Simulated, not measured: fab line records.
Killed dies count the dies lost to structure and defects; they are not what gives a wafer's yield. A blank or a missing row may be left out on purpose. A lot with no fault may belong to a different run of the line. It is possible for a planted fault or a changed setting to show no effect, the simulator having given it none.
Code-filled problem report in 8D (eight disciplines) form | flow n5Finfet | the parts of the form that need people (team, actions taken, sign-off) are left out

== 1. THE ISSUE ==
headPressurePsi at N5_ILD0_CMP_03 reads a mean of 3.196 psi on 3 wafers of 2 lots; wafers without a fault read 4.149 psi with a standard deviation of 0.0085. So: -99 or more standard deviations from the usual mean.
The step: polishes, stops on SiNx, t overpolish 1.9 s, target thk 197.38 nm.
Earliest sighting: wafer L652.4 on cmp-02 at day 6 04:45. The record holds 28 wafers of 10 lots with a number at this step. The rule behind "out" and "out of limits": a value lying over 4 standard deviations away from the usual mean. The other wafers with a number count as sound.

== 2. WHAT IT IS, AND WHAT IT ISN'T ==
question                    | is                               | is not
which readings at this step | headPressurePsi, timeToEndpointS | -
which lots                  | L652, L653                       | L643, L646, L648, L654, L655, L660, L661, L665
which wafers of those lots  | L652.4, L653.4, L653.5           | L652.2, L652.6, L653.3
read on which tools         | cmp-02                           | cmp-03, cmp-04
when                        | from day 6 04:45                 | up to then (11 sound wafers); but 14 sound wafers of L653, L654, L655, L660, L661, L665 came after

== 3. THE SUSPECTS, EACH WITH WHAT RULES IT OUT ==
Counting: a tool at a process step up to the reading stays a suspect if it ran every lot that is out. Sound lots after the first of them don't rule it out here, since some wafers of a struck lot are sound.
- rieDiel-03 at N5_SD_EPI_P_DESCUM_14 (chemistry O2, time 7.9 s): kept. Every lot that is out went through it, the first being L652 (day 5 19:49); the last sound lot it ran before that was L648 (day 4 17:35).
- cmp-02 at N5_ILD0_CMP_03 (polishes, stops on SiNx, t overpolish 1.9 s, target thk 197.38 nm): kept. Every lot that is out went through it, the first being L652 (day 6 04:45); the last sound lot it ran before that was L648 (day 5 01:24). Its own readings are out on those wafers: headPressurePsi, timeToEndpointS.
- At N5_ILD0_CMP_03, inside cmp-02: chamber 1 took the wafers that are out, while their sound lot-mates went through chambers 0, 2, 3.
After counting, rieDiel-03 at N5_SD_EPI_P_DESCUM_14 and cmp-02 at N5_ILD0_CMP_03 remain.

== 4. THE CAUSE (what the simulator had put in) ==
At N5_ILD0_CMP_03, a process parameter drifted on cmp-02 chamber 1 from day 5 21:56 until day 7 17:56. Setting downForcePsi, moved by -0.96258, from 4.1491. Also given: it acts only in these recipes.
Counting left 2 suspects, and this tool is among them.

== 5. THE EFFECT CHAIN, in route order ==
Each row: a reading whose mean over the struck wafers that have a number lies more than 3 standard deviations from the usual. Only readings whose record carries a usual standard deviation are examined. hours: median over the lots of the time between each lot's start at the first step of this table that gives one and its start at this step. sigmas: the change, counted in usual standard deviations.
hours | step           | reading         | usual     | on struck wafers | change | sigmas
0     | N5_ILD0_CMP_03 | headPressurePsi | 4.149 psi | 3.196            | -0.953 | -99 or more
0     | N5_ILD0_CMP_03 | motorCurrentA   | 12.8 A    | 9.5              | -3.3   | -3.0
0     | N5_ILD0_CMP_03 | timeToEndpointS | 70 s      | 90               | +20    | +5.0
The process steps in it:
- N5_ILD0_CMP_03: polishes, stops on SiNx, t overpolish 1.9 s, target thk 197.38 nm.
Later measuring or inspecting steps at which every struck wafer that the step has a row for has a number for every such reading, and none has moved that far: N5_ILD0_THK_MEAS_13, N5_BEOL_M4_RC_MEAS_101.

== 6. WHAT WOULD HAVE CAUGHT IT SOONER ==
First out-of-limits reading in this record: day 6 04:45, which is 7 hours after fault onset at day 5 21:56.
